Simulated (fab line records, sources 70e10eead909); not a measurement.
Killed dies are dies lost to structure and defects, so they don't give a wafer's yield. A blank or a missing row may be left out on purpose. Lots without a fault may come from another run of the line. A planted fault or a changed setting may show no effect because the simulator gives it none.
A struck lot beside a sound one | flow nand_harc | 42 steps out of a route of 1159
Sound: wafers L616.1, L616.2, L616.6. Struck: wafer L611.4. (L611.2, L611.3 of the same lot were not struck and are left out.) The cause comes at the end.
At each step with rows: each side's tool, then ch and its chambers, then its first start. Under that, the readings that differ: sound wafers | struck wafers | difference of the means | sigmas: that difference in standard deviations of wafers without a fault.
alike: readings whose means differ by less than 2 such deviations, and words and numbers that are the same on both sides. not compared: withheld readings, readings that some wafer has no value for, bounds like >300 that may hide the same value, and numbers for which the record gives no deviation and whose values overlap.
The two part at a step that has a row with sigmas, a row that says differs or no value, or rows on one side only. Numbers that don't overlap but have no deviation are shown without sigmas and don't part them. A reading that every wafer of one side lacks parts them only if that side has two wafers or more.

first, 1 step without rows for these wafers: NHARC_P_M2_DEGAS_29 (time 60 s).
NHARC_P_M2_PRE_CLEAN_30: time 30 s.
  sound on pvd_sputter-01; struck on pvd_sputter-01
  alike: heater_power_w
then, 1 step without rows for these wafers: NHARC_P_M2_PVD_20 (deposits TaN, target thk 5 nm, time 8.06 s).
NHARC_P_M2_PVD_21: deposits Cu, target thk 30 nm, time 20.49 s.
  sound on pvd_sputter-01; struck on pvd_sputter-01
  alike: throttle_valve_pct
then, 3 steps without rows for these wafers: NHARC_P_M2_ECD_22 (material Cu, target thk 400 nm); NHARC_P_M2_ANNEAL_31 (time 90 s); NHARC_P_M2_CMP_23 (polishes, t overpolish 20 s, target thk 144.3 nm).
NHARC_P_M2_THK_MEAS_24: measures by xrf.
  sound on film_metro-02, day 10 09:34; struck on film_metro-01, day 8 17:59
  alike: thk_nm
then, 1 step without rows for these wafers: NHARC_P_M2_SRD_25.
NHARC_P_M2_INSPECT_27:
  sound on defect_inspect-01, day 10 09:43; struck on defect_inspect-02, day 8 18:08
  alike: raw_defect_count
then, 1 step without rows for these wafers: NHARC_P_M2_PRE_CLEAN_32 (time 12 s).
NHARC_P_M2_DEP_33: deposits SiCN, target thk 30 nm.
  sound on pecvd-01 ch 1,2, day 10 09:53; struck on pecvd-03 ch 1, day 8 18:17
  alike: heater_power_w, showerhead_vpp_V
NHARC_P_BONDPAD_DEP_00: deposits SiCN, target thk 250 nm.
  sound on pecvd-01 ch 1,2; struck on pecvd-01 ch 2, day 8 18:44
  alike: heater_power_w, showerhead_vpp_V
then, 1 step without rows for these wafers: NHARC_P_BONDPAD_CMP_32 (polishes SiCN, target thk 200 nm).
NHARC_P_BONDPAD_THK_MEAS_33: measures by ellipsometry.
  sound on film_metro-01, day 10 10:58; struck on film_metro-01, day 8 19:21
  alike: thk_nm
then, 10 steps without rows for these wafers: NHARC_P_BONDPAD_SRD_34; NHARC_P_BONDPAD_DEHYDRATE_01 (time 120 s); NHARC_P_BONDPAD_HMDS_02 (time 30 s); NHARC_P_BONDPAD_COAT_36 (time 65 s); NHARC_P_BONDPAD_COAT_03 (resist thk 600 nm); NHARC_P_BONDPAD_SOFTBAKE_04 (time 70 s); NHARC_P_BONDPAD_EBR_05; NHARC_P_BONDPAD_EXPOSE_06 (exposes mask P BPAD); NHARC_P_BONDPAD_PEB_07 (peb time 80 s); NHARC_P_BONDPAD_DEVELOP_08 (time 50 s).
NHARC_P_BONDPAD_CD_MEAS_09: target cd 500 nm.
  sound on cd_sem-03 ch 0, day 10 11:32; struck on cd_sem-03 ch 0, day 8 19:56
  alike: cd_nm
NHARC_P_BONDPAD_OVL_MEAS_38:
  sound on overlay-01, day 10 11:38; struck on overlay-02, day 8 20:01
  alike: overlay_x_nm, overlay_y_nm
then, 2 steps without rows for these wafers: NHARC_P_BONDPAD_HARDBAKE_10 (time 65 s); NHARC_P_BONDPAD_DESCUM_11 (chemistry O2, time 3 s).
NHARC_P_BONDPAD_ETCH_37: etches the open film in N2/H2, target depth 60 nm, overetch 18 nm, time 65.91 s.
  sound on rie_diel-11 ch 0,2, day 10 11:52; struck on rie_diel-09 ch 1, day 8 20:13
  alike: drypump_motor_current_A, oes_product_au, rf_vpp_V, showerhead_plenum_p_Torr, throttle_valve_pct
  not compared: rf_hours_counter_h
then, 1 step without rows for these wafers: NHARC_P_BONDPAD_ETCH_12 (etches the open film in CHF3/O2, target depth 200 nm, time 100 s).
NHARC_P_BONDPAD_CD_MEAS_13:
  sound on cd_sem-01, day 10 12:06; struck on cd_sem-03, day 8 20:27
  alike: cd_nm
then, 1 step without rows for these wafers: NHARC_P_BONDPAD_STRIP_15 (strips in O2).
NHARC_P_BONDPAD_ETCH_24: etches the open film in CF4/N2, target depth 30 nm, time 72.99 s.
  sound on rie_diel-11 ch 0,1, day 10 12:21; struck on rie_diel-01 ch 0
  reading                     | sound       | struck | difference | sigmas
  drypump_motor_current_A (A) | 5.0 6.0 5.1 | 6.6    | +1.2       | +2
  alike: oes_product_au, rf_vpp_V, showerhead_plenum_p_Torr, throttle_valve_pct
  not compared: rf_hours_counter_h
then, 7 steps without rows for these wafers: NHARC_P_BONDPAD_STRIP_16 (strips in post etch residue remover, time 600 s); NHARC_P_BONDPAD_DEGAS_25 (time 60 s); NHARC_P_BONDPAD_PRE_CLEAN_26 (time 30 s); NHARC_P_BONDPAD_PVD_17 (deposits TaN, target thk 5 nm, time 8.06 s); NHARC_P_BONDPAD_PVD_27 (deposits Cu, target thk 30 nm, time 20.49 s); NHARC_P_BONDPAD_ECD_18 (material Cu, target thk 400 nm); NHARC_P_BONDPAD_ANNEAL_28 (time 90 s).
-- the record jumps here: 13 days lie between the struck wafers' starts before and after (it left off in module P_BONDPAD and takes up again in module END, whose first step shown is number 1159 of the route) --
NHARC_END_SORT_01:
  sound on prober-02 ch 0, day 23 16:05; struck on prober-02 ch 0, day 22 04:53
  reading                  | sound          | struck | difference | sigmas
  defect_limited_yield (%) | 96.9 96.6 96.8 | 78.7   | -18.1      | -10
  killed_at_periphery      | 2 1 2          | 106    | +104       | +47
  killed_dies              | 21 23 22       | 144    | +122       | +10
  sort_bin_2_pct (%)       | 1.0 0.7 0.7    | 10.9   | +10.1      | +14
  sort_bin_3_pct (%)       | 0.30 0 0.30    | 5.02   | +4.82      | +22
  sort_bin_4_pct (%)       | 1.8 2.7 2.2    | 5.3    | +3.1       | +3
  sort_n_pass              | 656 654 655    | 533    | -122       | -10
  sort_rim_yield_pct (%)   | 97 96 95       | 87     | -9         | -2
  sort_yield_pct (%)       | 96.9 96.6 96.8 | 78.7   | -18.1      | -10
  alike: killed_at_array, killed_at_other, killed_open, killed_short

WHERE THEY PART
First at NHARC_P_BONDPAD_ETCH_24; last, within this record, at NHARC_END_SORT_01.

WHY: what the simulator had put in
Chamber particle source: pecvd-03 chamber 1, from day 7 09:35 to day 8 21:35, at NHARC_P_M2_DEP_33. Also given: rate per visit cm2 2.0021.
